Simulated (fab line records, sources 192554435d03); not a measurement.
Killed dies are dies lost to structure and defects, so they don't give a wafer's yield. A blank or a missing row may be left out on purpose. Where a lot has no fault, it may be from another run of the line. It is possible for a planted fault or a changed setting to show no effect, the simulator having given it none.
Matching of chambers + flow n5 finfet + N5_BEOL_M7_ALD_77 on ald metal-01 has 4 sister chambers
The step deposits TaN, target thk 2 nm, pulse time 2 s, purge time 3 s. 8 wafers are shown with their chamber, then 7 later ones without.

## WAFERS PAIRED WITH THEIR CHAMBERS
| wafer  | chamber | heater power w (W) | precursor vessel pressure torr (Torr) |
|--------|---------|--------------------|---------------------------------------|
| L082.6 | 0       | 418                | 26.26                                 |
| L084.1 | 3       | 384                | 26.22                                 |
| L084.5 | 1       | 346                | 26.24                                 |
| L089.2 | 3       | 384                | 26.31                                 |
| L089.4 | 1       | 342                | 26.27                                 |
| L089.6 | 2       | 336                | 26.22                                 |
| L092.1 | 2       | 349                | 26.25                                 |
| L092.2 | 0       | 430                | 26.20                                 |

## WAFERS WHOSE CHAMBER IS MISSING
| wafer  | heater power w (W) | precursor vessel pressure torr (Torr) |
|--------|--------------------|---------------------------------------|
| L092.4 | 373                | 26.30                                 |
| L093.1 | 326                | 26.21                                 |
| L093.3 | 428                | 26.21                                 |
| L093.4 | 428                | 26.23                                 |
| L097.1 | 346                | 26.24                                 |
| L097.4 | 337                | 26.20                                 |
| L097.6 | 346                | 26.25                                 |

## CHAMBER TAKEN BY EACH
| wafer  | from the rows above     | in truth |
|--------|-------------------------|----------|
| L092.4 | 3                       | 3        |
| L093.1 | can't be placed: 2 or 1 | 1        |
| L093.3 | 0                       | 0        |
| L093.4 | 0                       | 0        |
| L097.1 | can't be placed: 1 or 2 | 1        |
| L097.4 | can't be placed: 2 or 1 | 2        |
| L097.6 | can't be placed: 1 or 2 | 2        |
3 of 7 placed correctly. These rows do not allow placing 4 (true chamber among the candidates in 4). Number placed wrongly: 0.
How it was worked out, from the rows above alone: a wafer's distance from a chamber is the root of the sum, over the readings, of the square of ((its reading less the chamber's mean) divided by the reading's scatter). If the next closest chamber is less than 2 further off than the closest, the wafer can't be placed; otherwise it belongs to the closest. The mean given for a chamber averages the wafers shown for that chamber. The scatter: the root of (the sum of the squares of (reading less its chamber's mean) over the shown wafers, divided by (wafers less chambers)).
